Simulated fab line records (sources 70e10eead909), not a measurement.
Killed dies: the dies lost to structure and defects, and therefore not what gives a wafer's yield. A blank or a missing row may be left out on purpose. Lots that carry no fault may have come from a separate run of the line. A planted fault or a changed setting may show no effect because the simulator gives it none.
fab line records -- flow nand_harc -- part 1 of 2: steps 1 to 3 of 6
record: lots: 20, wafers: 60, last_day: 33
route steps=1302 shown A_STAIRCASE@679
lots that met no fault: taken from a fault-free run of the same line
start_h: hours from the record's first day to the start of the lot's first wafer shown -- wait_h: hours elapsed since this lot's preceding step -- " as in the row above -- L1.1+2: several wafers, shown together as one row -- - no value, or no start given -- * or withheld: withheld -- < > ~ a bound
route shown NAME@n: names a module that has steps shown in the file, with the first one's number in the route -- usual: mean/standard deviation of fault-free wafers -- same: alike in all rows -- chamber/n: place in a boat -- sites: each site's reading -- _std_site: standard deviation across them -- _edge_site: mean of outer sites minus mean of inner sites -- radius_mm: how far each site lies from the wafer's centre -- mask NAME#n: copy n -- behind: tool/chamber where the wafer was last shaped -- hold: why the lot was held/for how many hours/how that ended -- device: names the non-switching transistor (n, p or np) -- end of line: the route-end tests of the same wafers -- where a step has no rows: the recipe by itself -- killed: dies that structure and defects cost at the first sort, which is not the same as the wafer's yield -- map: dies across one wafer; x = killed, . = not, _ = none there
set.NAME: the setting that was run; set.NAME@STEP: the one run at that earlier step -- model.NAME: the simulator's own value behind a step, which no gauge read
one table for each step of the route and one row for each wafer, over a sample of lots
services: the hour from which a tool's chamber was out of use, counted from the record's first day as start_h (under 0 if before that day), plus the number of hours and why
== steps ==
step: NHARC_A_STAIRCASE_TRIM_22
recipe: time_s: 211.2, o2_flow_sccm: 500, ar_flow_sccm: 0, bias_w: 0, chemistry: O2
usual: drypump_motor_current_A: 5.3/0.47, o2_flow_sccm: 499.8/1.6, oes_product_au: 1.002/0.0091, rf_vpp_V: 57.8/0.89, showerhead_plenum_p_Torr: 3.50/0.18, throttle_valve_pct: 17.037/0.0093
lot.wafer,tool,chamber,start_h,wait_h,drypump_motor_current_A,o2_flow_sccm,oes_product_au,rf_hours_counter_h,rf_vpp_V,showerhead_plenum_p_Torr,throttle_valve_pct
L074.3,rie_diel-01,3,-,-,5.3,499.5,1.013,51,57.5,3.40,17.023
L074.1,rie_diel-01,0,-,-,6.0,498.3,1.005,47,59.0,3.51,17.045
L074.5,rie_diel-01,2,-,-,6.1,500.9,0.993,-,58.0,3.61,17.023
L076.4,rie_diel-06,1,-,-,5.1,503.1,0.993,20,59.1,3.77,17.016
L076.2,rie_diel-06,2,-,-,4.8,501.6,1.013,22,58.7,3.29,17.036
L076.6,rie_diel-06,1,-,-,5.2,498.9,0.995,-,58.2,3.77,17.041
L077.4,rie_diel-08,1,-,-,4.9,500.7,1.004,1,58.8,3.54,17.040
L077.6,rie_diel-08,0,-,-,5.1,499.0,1.011,-,59.9,3.40,17.037
L077.5,rie_diel-08,1,-,-,4.9,501.0,1.005,-,58.5,3.54,17.035
L078.1,rie_diel-06,2,-,-,4.8,498.3,1.007,28,56.9,3.29,17.032
L078.3,rie_diel-06,3,-,-,5.0,503.0,1.012,25,56.9,3.32,17.031
L078.6,rie_diel-06,2,-,-,4.8,498.3,1.010,-,58.8,3.29,17.042
L080.2,rie_diel-01,0,-,-,6.0,497.0,1.010,7,56.3,3.50,17.034
L080.3,rie_diel-01,1,-,-,6.3,501.1,1.003,7,57.4,3.38,17.024
L080.1,rie_diel-01,3,-,-,5.3,500.3,1.006,7,59.5,3.39,17.035
L081.4,rie_diel-06,2,-,-,4.8,498.3,0.995,35,57.4,3.28,17.041
L081.2,rie_diel-06,1,-,-,5.2,498.0,0.993,36,59.3,3.76,17.045
L081.5,rie_diel-06,2,-,-,4.8,498.0,1.002,-,57.3,3.28,17.027
L082.2,rie_diel-06,0,-,-,5.6,501.7,1.011,38,58.4,3.29,17.034
L082.5,rie_diel-06,3,-,-,5.0,501.5,1.026,-,57.6,3.31,17.046
L082.6,rie_diel-06,0,-,-,5.7,502.6,1.000,-,58.9,3.29,17.026
L083.1,rie_diel-01,1,-,-,6.3,500.3,1.002,21,56.6,3.37,17.027
L083.2,rie_diel-01,2,-,-,6.0,498.2,0.984,14,57.9,3.60,17.014
L083.5,rie_diel-01,1,-,-,6.3,501.7,1.006,-,57.0,3.37,17.044
L085.1,rie_diel-08,2,-,-,4.8,499.7,1.000,40,57.5,3.36,17.042
L085.3,rie_diel-08,3,-,-,5.2,500.0,0.997,27,58.9,3.76,17.029
L085.2,rie_diel-08,0,-,-,5.1,501.6,1.004,29,58.3,3.39,17.026
L084.3,rie_diel-01,3,-,-,5.3,499.6,1.010,21,57.8,3.38,17.024
L084.4,rie_diel-01,0,-,-,6.0,500.8,1.008,24,57.7,3.49,17.041
L084.5,rie_diel-01,3,-,-,5.3,499.8,1.004,-,57.2,3.38,17.038
L088.4,rie_diel-01,2,-,-,6.1,498.9,0.983,24,57.2,3.60,17.035
L088.1,rie_diel-01,3,-,-,5.3,500.5,1.013,29,57.3,3.38,17.036
L088.5,rie_diel-01,2,-,-,6.1,500.6,0.987,-,58.8,3.60,17.037
L087.2,rie_diel-06,0,-,-,5.6,496.4,1.001,2,59.9,3.81,17.039
L087.3,rie_diel-06,1,-,-,5.1,500.1,0.994,2,59.1,3.74,17.055
L087.5,rie_diel-06,3,-,-,5.0,499.1,1.015,-,57.3,3.30,17.028
L089.4,rie_diel-01,3,-,-,5.3,498.3,1.005,32,56.7,3.38,17.026
L089.2,rie_diel-01,2,-,-,6.1,500.1,0.987,27,56.5,3.59,17.041
L089.5,rie_diel-01,3,-,-,5.4,502.1,1.017,-,57.8,3.38,17.038
L091.2,rie_diel-08,0,-,-,5.1,497.1,1.004,44,57.6,3.38,17.047
L091.4,rie_diel-08,1,-,-,5.0,502.3,1.001,51,57.2,3.52,17.046
L091.5,rie_diel-08,1,-,-,5.0,499.6,1.007,-,57.5,3.52,17.038
L092.1,rie_diel-08,2,-,-,4.8,496.7,0.995,64,57.4,3.34,17.025
L092.3,rie_diel-08,3,-,-,5.2,498.0,0.995,42,59.2,3.75,17.030
L092.2,rie_diel-08,1,-,-,4.9,501.9,1.008,52,56.4,3.52,17.046
L093.3,rie_diel-06,1,-,-,5.2,499.6,0.998,19,57.6,3.73,17.036
L093.6,rie_diel-06,3,-,-,5.0,499.9,1.016,-,57.6,3.29,17.042
L093.4,rie_diel-06,0,-,-,5.6,501.7,1.003,-,59.3,3.80,17.038
L094.2,rie_diel-06,0,-,-,5.7,503.0,0.996,24,57.8,3.79,17.054
L094.6,rie_diel-06,3,-,-,5.0,501.3,1.020,-,57.2,3.29,17.046
L094.5,rie_diel-06,0,-,-,5.7,499.5,1.006,-,58.7,3.79,17.035
L096.4,rie_diel-06,0,-,-,5.6,501.2,1.004,28,56.6,3.79,17.023
L096.1,rie_diel-06,1,-,-,5.2,497.9,0.994,28,59.3,3.73,17.039
L096.3,rie_diel-06,2,-,-,4.8,500.5,1.011,20,57.2,3.80,17.058
L095.2,rie_diel-08,2,-,-,4.8,500.4,1.010,3,56.3,3.34,17.043
L095.4,rie_diel-08,0,-,-,5.1,499.7,0.999,3,57.2,3.37,17.046
L095.5,rie_diel-08,1,-,-,4.9,501.6,0.988,-,57.9,3.51,17.033
L097.2,rie_diel-08,0,-,-,5.1,499.7,1.001,10,57.6,3.37,17.022
L097.4,rie_diel-08,2,-,-,4.8,501.8,1.007,8,57.4,3.34,17.037
L097.6,rie_diel-08,1,-,-,4.9,499.7,1.004,-,58.5,3.51,17.040
step: NHARC_A_STAIRCASE_TRIM_26
recipe: time_s: 211.2, o2_flow_sccm: 500, ar_flow_sccm: 0, bias_w: 0, chemistry: O2
usual: drypump_motor_current_A: 5.4/0.49, o2_flow_sccm: 499.9/1.5, oes_product_au: 1.000/0.011, rf_vpp_V: 57.7/0.95, showerhead_plenum_p_Torr: 3.52/0.19, throttle_valve_pct: 17.037/0.0097
lot.wafer,tool,chamber,start_h,wait_h,drypump_motor_current_A,o2_flow_sccm,oes_product_au,rf_hours_counter_h,rf_vpp_V,showerhead_plenum_p_Torr,throttle_valve_pct
L074.1,rie_diel-01,0,-,-,6.0,500.7,1.011,48,59.3,3.51,17.040
L074.3,rie_diel-01,1,-,-,6.3,499.2,1.001,45,56.1,3.39,17.016
L074.5,rie_diel-01,0,-,-,6.0,501.8,0.997,-,58.0,3.51,17.039
L076.2,rie_diel-06,2,-,-,4.8,499.3,1.010,22,58.0,3.29,17.040
L076.4,rie_diel-06,0,-,-,5.7,500.7,0.993,18,57.7,3.30,17.038
L076.6,rie_diel-06,2,-,-,4.8,496.3,1.002,-,56.0,3.29,17.055
L077.4,rie_diel-08,3,-,-,5.2,499.5,0.970,1,59.7,3.78,17.032
L077.5,rie_diel-08,2,-,-,4.8,497.1,0.997,-,56.2,3.38,17.044
L077.6,rie_diel-08,3,-,-,5.2,502.5,0.984,-,58.5,3.78,17.043
L078.3,rie_diel-06,2,-,-,4.8,502.0,1.004,28,57.3,3.29,17.042
L078.1,rie_diel-06,0,-,-,5.7,498.7,0.999,23,57.1,3.30,17.053
L078.6,rie_diel-06,1,-,-,5.2,500.9,0.985,-,57.9,3.76,17.027
L080.3,rie_diel-01,1,-,-,6.3,499.7,0.998,8,59.4,3.38,17.033
L080.1,rie_diel-01,2,-,-,6.1,499.8,0.983,2,57.3,3.61,17.035
L080.2,rie_diel-01,3,-,-,5.3,500.9,1.011,8,56.0,3.39,17.022
L081.2,rie_diel-06,2,-,-,4.8,497.7,0.998,35,57.3,3.28,17.043
L081.4,rie_diel-06,3,-,-,5.0,498.0,1.014,38,58.6,3.32,17.033
L081.5,rie_diel-06,1,-,-,5.1,500.3,0.989,-,58.5,3.76,17.042
L082.2,rie_diel-06,2,-,-,4.8,500.4,1.005,38,56.7,3.28,17.023
L082.6,rie_diel-06,1,-,-,5.2,500.2,0.994,-,58.5,3.76,17.058
L082.5,rie_diel-06,2,-,-,4.8,500.3,1.004,-,57.5,3.28,17.021
L083.1,rie_diel-01,3,-,-,5.4,501.8,1.004,18,57.2,3.39,17.029
L083.2,rie_diel-01,0,-,-,6.0,500.8,1.003,19,57.5,3.49,17.043
L083.5,rie_diel-01,2,-,-,6.1,499.9,0.990,-,57.3,3.60,17.031
L085.1,rie_diel-08,2,-,-,4.8,501.2,0.999,41,56.5,3.36,17.025
L085.2,rie_diel-08,3,-,-,5.2,498.0,1.003,27,59.6,3.76,17.034
L085.3,rie_diel-08,0,-,-,5.1,500.8,0.993,29,58.5,3.39,17.047
L084.3,rie_diel-01,3,-,-,5.3,503.0,1.009,21,55.2,3.38,17.036
L084.4,rie_diel-01,0,-,-,6.0,499.6,0.999,24,58.9,3.49,17.036
L084.5,rie_diel-01,1,-,-,6.2,497.5,0.999,-,57.4,3.37,17.034
L088.4,rie_diel-01,2,-,-,6.1,500.3,0.980,24,58.6,3.60,17.017
L088.1,rie_diel-01,3,-,-,5.4,497.7,1.009,29,58.4,3.38,17.032
L088.5,rie_diel-01,1,-,-,6.4,500.6,0.997,-,57.1,3.37,17.041
L087.3,rie_diel-06,0,-,-,5.6,500.0,0.992,2,57.7,3.81,17.043
L087.2,rie_diel-06,3,-,-,5.0,499.5,1.017,2,58.7,3.30,17.042
L087.5,rie_diel-06,1,-,-,5.2,502.1,0.999,-,59.0,3.74,17.047
L089.2,rie_diel-01,2,-,-,6.0,499.3,0.992,27,57.2,3.59,17.042
L089.4,rie_diel-01,0,-,-,6.0,502.6,1.010,35,57.1,3.48,17.040
L089.5,rie_diel-01,1,-,-,6.4,499.5,0.999,-,55.3,3.36,17.030
L091.4,rie_diel-08,0,-,-,5.1,501.2,1.018,45,58.3,3.38,17.040
L091.2,rie_diel-08,2,-,-,4.8,500.9,1.011,63,57.5,3.35,17.053
L091.5,rie_diel-08,0,-,-,5.1,499.6,1.013,-,56.7,3.38,17.033
L092.2,rie_diel-08,3,-,-,5.2,498.9,0.989,43,58.9,3.75,17.025
L092.1,rie_diel-08,0,-,-,5.1,500.0,0.997,46,57.5,3.38,17.046
L092.3,rie_diel-08,1,-,-,4.9,500.2,0.995,53,58.1,3.52,17.030
L093.3,rie_diel-06,0,-,-,5.6,500.3,1.006,19,57.3,3.80,17.021
L093.4,rie_diel-06,0,-,-,5.6,500.9,1.006,-,57.8,3.80,17.032
L093.6,rie_diel-06,1,-,-,5.2,501.9,0.995,-,59.4,3.73,17.036
L094.2,rie_diel-06,1,-,-,5.2,500.3,0.991,25,59.0,3.73,17.028
L094.5,rie_diel-06,1,-,-,5.2,500.2,0.986,-,59.3,3.73,17.029
L094.6,rie_diel-06,2,-,-,4.8,497.8,1.012,-,58.7,3.80,17.028
L096.4,rie_diel-06,0,-,-,5.7,501.9,1.003,28,58.0,3.79,17.026
L096.1,rie_diel-06,1,-,-,5.2,502.4,0.990,28,59.8,3.73,17.044
L096.3,rie_diel-06,3,-,-,5.0,500.8,1.017,26,57.4,3.29,17.027
L095.4,rie_diel-08,0,-,-,5.1,501.2,1.008,3,57.4,3.37,17.029
L095.2,rie_diel-08,2,-,-,4.8,499.8,0.997,3,58.2,3.34,17.042
L095.5,rie_diel-08,3,-,-,5.2,497.5,1.000,-,58.1,3.75,17.044
L097.4,rie_diel-08,0,-,-,5.1,497.7,0.991,11,56.9,3.37,17.043
L097.2,rie_diel-08,1,-,-,4.9,498.2,0.987,8,57.6,3.51,17.023
L097.6,rie_diel-08,0,-,-,5.1,500.2,0.990,-,57.7,3.37,17.050
step: NHARC_A_STAIRCASE_TRIM_198
recipe: time_s: 211.2, o2_flow_sccm: 500, ar_flow_sccm: 0, bias_w: 0, chemistry: O2
usual: drypump_motor_current_A: 5.3/0.47, o2_flow_sccm: 500.1/1.4, oes_product_au: 1.001/0.01, rf_vpp_V: 57.8/0.98, showerhead_plenum_p_Torr: 3.48/0.18, throttle_valve_pct: 17.036/0.0086
lot.wafer,tool,chamber,start_h,wait_h,drypump_motor_current_A,o2_flow_sccm,oes_product_au,rf_hours_counter_h,rf_vpp_V,showerhead_plenum_p_Torr,throttle_valve_pct
L074.1,rie_diel-01,3,-,-,5.4,498.7,1.004,55,58.6,3.40,17.034
L074.3,rie_diel-01,1,-,-,6.3,499.9,1.001,50,58.3,3.39,17.053
L074.5,rie_diel-01,2,-,-,6.0,500.0,0.996,-,58.2,3.61,17.036
L076.4,rie_diel-01,1,-,-,6.3,499.1,1.002,54,56.8,3.38,17.033
L076.2,rie_diel-01,3,-,-,5.3,498.2,1.021,58,56.5,3.40,17.037
L076.6,rie_diel-01,1,-,-,6.3,500.0,1.013,-,57.1,3.38,17.048
L077.4,rie_diel-08,2,-,-,4.8,497.8,1.007,1,59.2,3.38,17.051
L077.5,rie_diel-08,0,-,-,5.1,497.8,1.014,-,56.7,3.40,17.040
L077.6,rie_diel-08,1,-,-,4.9,500.9,1.009,-,58.9,3.54,17.032
L078.1,rie_diel-06,3,-,-,5.0,502.5,1.015,26,57.1,3.32,17.037
L078.3,rie_diel-06,0,-,-,5.7,500.8,1.002,23,56.8,3.30,17.049
L078.6,rie_diel-06,3,-,-,5.0,500.7,1.007,-,56.6,3.32,17.034
L080.3,rie_diel-08,1,-,-,4.9,501.4,1.010,12,57.5,3.54,17.039
L080.2,rie_diel-08,3,-,-,5.2,500.4,0.994,5,59.3,3.77,17.052
L080.1,rie_diel-08,0,-,-,5.1,499.4,1.009,12,56.7,3.40,17.015
L081.2,rie_diel-06,1,-,-,5.2,496.9,0.993,38,59.1,3.76,17.054
L081.4,rie_diel-06,2,-,-,4.8,500.7,0.994,36,57.7,3.28,17.047
L081.5,rie_diel-06,0,-,-,5.6,499.4,1.002,-,58.2,3.29,17.032
L082.2,rie_diel-01,0,-,-,6.0,498.3,1.003,15,57.2,3.49,17.042
L082.5,rie_diel-01,2,-,-,6.1,500.6,0.992,-,58.4,3.60,17.048
L082.6,rie_diel-01,3,-,-,5.4,500.7,1.020,-,57.1,3.39,17.037
L083.2,rie_diel-06,1,-,-,5.2,496.4,0.997,48,59.0,3.75,17.033
L083.1,rie_diel-06,2,-,-,4.8,499.2,1.007,50,55.3,3.28,17.036
L083.5,rie_diel-06,0,-,-,5.7,498.7,1.012,-,55.8,3.29,17.025
L085.2,rie_diel-06,0,-,-,5.7,498.5,0.985,52,57.6,3.29,17.051
L085.3,rie_diel-06,1,-,-,5.2,498.9,0.993,53,58.8,3.75,17.016
L085.1,rie_diel-06,2,-,-,4.8,500.2,0.992,54,56.3,3.27,17.047
L084.4,rie_diel-06,1,-,-,5.2,499.2,0.989,53,58.9,3.75,17.044
L084.3,rie_diel-06,3,-,-,5.0,498.1,1.010,57,55.7,3.31,17.038
L084.5,rie_diel-06,1,-,-,5.2,500.1,0.993,-,58.5,3.75,17.030
L088.1,rie_diel-08,3,-,-,5.2,499.2,0.996,33,58.8,3.76,17.034
L088.4,rie_diel-08,2,-,-,4.8,499.7,0.992,-,57.5,3.35,17.049
L088.5,rie_diel-08,3,-,-,5.2,502.2,0.984,-,57.3,3.76,17.036
L087.3,rie_diel-08,1,-,-,4.9,500.0,1.007,44,58.9,3.52,17.042
L087.2,rie_diel-08,3,-,-,5.2,501.5,1.001,35,58.9,3.76,17.033
L087.5,rie_diel-08,2,-,-,4.8,501.0,0.998,-,57.2,3.35,17.043
L089.4,rie_diel-01,3,-,-,5.4,498.8,1.009,33,57.6,3.38,17.031
L089.2,rie_diel-01,2,-,-,6.1,499.1,0.987,28,58.0,3.59,17.029
L089.5,rie_diel-01,3,-,-,5.3,499.0,1.007,-,58.4,3.38,17.027
L091.4,rie_diel-08,3,-,-,5.2,501.1,0.993,42,57.7,3.75,17.042
L091.2,rie_diel-08,0,-,-,5.1,497.7,1.005,46,57.3,3.38,17.040
L091.5,rie_diel-08,1,-,-,4.9,499.4,1.005,-,58.8,3.52,17.020
L092.3,rie_diel-06,0,-,-,5.7,500.9,0.995,18,59.2,3.80,17.047
L092.1,rie_diel-06,1,-,-,5.2,500.9,0.982,19,57.9,3.73,17.034
L092.2,rie_diel-06,3,-,-,5.0,501.0,1.008,17,56.2,3.29,17.033
L093.3,rie_diel-06,3,-,-,5.0,503.3,1.009,19,57.4,3.29,17.028
L093.6,rie_diel-06,0,-,-,5.6,500.3,1.000,-,57.8,3.80,17.030
L093.4,rie_diel-06,1,-,-,5.2,502.1,0.989,-,59.0,3.73,17.040
L094.2,rie_diel-08,3,-,-,5.2,501.5,0.993,0,59.1,3.75,17.036
L094.5,rie_diel-08,0,-,-,5.1,499.0,1.002,-,58.1,3.37,17.031
L094.6,rie_diel-08,1,-,-,4.9,501.1,0.987,-,59.2,3.51,17.030
L096.1,rie_diel-06,0,-,-,5.7,498.9,1.014,29,59.4,3.79,17.059
L096.4,rie_diel-06,1,-,-,5.2,500.7,0.985,30,58.1,3.73,17.035
L096.3,rie_diel-06,2,-,-,4.8,498.0,1.011,22,59.5,3.80,17.046
L095.4,rie_diel-01,3,-,-,5.3,498.8,1.004,5,57.5,3.37,17.040
L095.2,rie_diel-01,1,-,-,6.3,501.0,1.002,3,58.7,3.35,17.035
L095.5,rie_diel-01,3,-,-,5.3,497.3,1.006,-,57.5,3.37,17.036
L097.4,rie_diel-08,3,-,-,5.2,500.7,0.998,12,58.8,3.74,17.042
L097.2,rie_diel-08,0,-,-,5.1,502.1,0.998,12,56.4,3.37,17.033
L097.6,rie_diel-08,1,-,-,4.9,498.3,0.993,-,59.5,3.51,17.037
